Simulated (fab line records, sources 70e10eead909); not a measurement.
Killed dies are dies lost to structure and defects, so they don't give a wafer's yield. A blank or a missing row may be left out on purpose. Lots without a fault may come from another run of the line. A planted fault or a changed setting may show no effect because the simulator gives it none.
Chamber matching | flow nand_harc | NHARC_A_STAIRCASE_TRIM_20 on rie_diel-13: 4 sister chambers
The step chemistry O2, time 211.2 s. 14 wafers are shown with their chamber, then 7 later ones without.

WAFERS WITH THEIR CHAMBER
wafer  | chamber | showerhead_plenum_p_Torr (Torr) | drypump_motor_current_A (A) | oes_product_au (a.u.)
L077.1 | 1       | 3.45                            | 6.3                         | 1.001
L077.5 | 1       | 3.45                            | 6.3                         | 0.998
L077.6 | 2       | 3.57                            | 5.8                         | 1.000
L076.2 | 3       | 3.66                            | 6.3                         | 0.990
L076.4 | 2       | 3.57                            | 5.8                         | 1.000
L076.6 | 2       | 3.56                            | 5.8                         | 1.011
L082.1 | 3       | 3.66                            | 6.4                         | 0.989
L082.3 | 0       | 3.81                            | 5.8                         | 0.992
L082.6 | 1       | 3.44                            | 6.3                         | 0.999
L084.1 | 3       | 3.65                            | 6.4                         | 0.999
L084.4 | 1       | 3.44                            | 6.3                         | 0.992
L084.6 | 3       | 3.65                            | 6.4                         | 0.978
L087.1 | 2       | 3.55                            | 5.8                         | 1.003
L087.4 | 1       | 3.43                            | 6.2                         | 0.996

SIGNATURES (means of the wafers above)
reading                  | chamber 0 | chamber 1 | chamber 2 | chamber 3 | scatter within a chamber
showerhead_plenum_p_Torr | 3.8100    | 3.4420    | 3.5625    | 3.6550    | 0.00809
drypump_motor_current_A  | 5.800     | 6.280     | 5.800     | 6.375     | 0.0394
oes_product_au           | 0.99200   | 0.99720   | 1.00350   | 0.98900   | 0.00591
Rule: a wafer's distance from a chamber is the root of the sum, over the readings, of the square of ((its reading less the chamber's mean) divided by the reading's scatter). The wafer belongs to the nearest chamber; if the next one is less than 2 further off, it can't be placed. The scatter: the root of (the sum of the squares of (reading less its chamber's mean) over the shown wafers, divided by (wafers less chambers)).

WAFERS WITHOUT THEIR CHAMBER
wafer  | showerhead_plenum_p_Torr (Torr) | drypump_motor_current_A (A) | oes_product_au (a.u.)
L087.6 | 3.65                            | 6.4                         | 0.987
L089.3 | 3.55                            | 5.8                         | 1.010
L089.4 | 3.80                            | 5.9                         | 0.999
L089.6 | 3.80                            | 5.9                         | 0.991
L096.3 | 3.64                            | 6.3                         | 0.999
L096.4 | 3.79                            | 5.9                         | 0.990
L096.6 | 3.54                            | 5.8                         | 0.999

WHICH CHAMBER EACH WENT THROUGH
wafer  | from the rows above | in truth
L087.6 | 3                   | 3
L089.3 | 2                   | 2
L089.4 | 0                   | 0
L089.6 | 0                   | 0
L096.3 | 3                   | 3
L096.4 | 0                   | 0
L096.6 | 2                   | 2
Placed correctly: 7 of 7. Can't be placed from these rows: 0. Placed wrongly: 0.
